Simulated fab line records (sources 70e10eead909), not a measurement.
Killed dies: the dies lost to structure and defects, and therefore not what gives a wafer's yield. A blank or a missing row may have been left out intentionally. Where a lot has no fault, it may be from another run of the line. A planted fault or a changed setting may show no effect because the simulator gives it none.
Chamber matching    flow nand harc    rie diel-01 running NHARC_A_CONTACT_ETCH_48: 4 sister chambers
The step etches the open film in CF4, target depth 39 nm, time 65 s. 4 wafers are shown with their chamber, then 7 later ones without.

## WAFERS WITH THEIR CHAMBER
wafer   chamber  showerhead plenum p Torr (Torr)
L200.5  2        1.71
L215.3  0        1.75
L217.1  1        1.83
L217.2  3        1.71

## WAFERS WITHOUT THEIR CHAMBER
wafer   showerhead plenum p Torr (Torr)
L217.3  1.75
L219.2  1.75
L219.3  1.71
L219.6  1.71
L220.2  1.74
L220.4  1.83
L220.6  1.75

## WHICH CHAMBER EACH WENT THROUGH
wafer   from the rows above      in truth
L217.3  0                        0
L219.2  0                        0
L219.3  can't be placed: 2 or 3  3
L219.6  can't be placed: 2 or 3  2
L220.2  0                        0
L220.4  1                        1
L220.6  0                        0
Placed correctly: 5 of 7. Unplaceable from these rows: 2, with the true chamber sitting among the candidates in 2. Number placed wrongly: 0.
How it was worked out, from the rows above alone: a wafer's distance from a chamber is the root of the sum, over the readings, of the square of ((its reading less the chamber's mean) divided by the reading's scatter). If the next closest chamber is less than 2 further off than the closest, the wafer can't be placed; otherwise it belongs to the closest. The mean given for a chamber averages the wafers shown for that chamber. The scatter (one wafer shown for each chamber): square how far every hidden wafer sits from the nearest shown wafer, average those squares and take the square root.
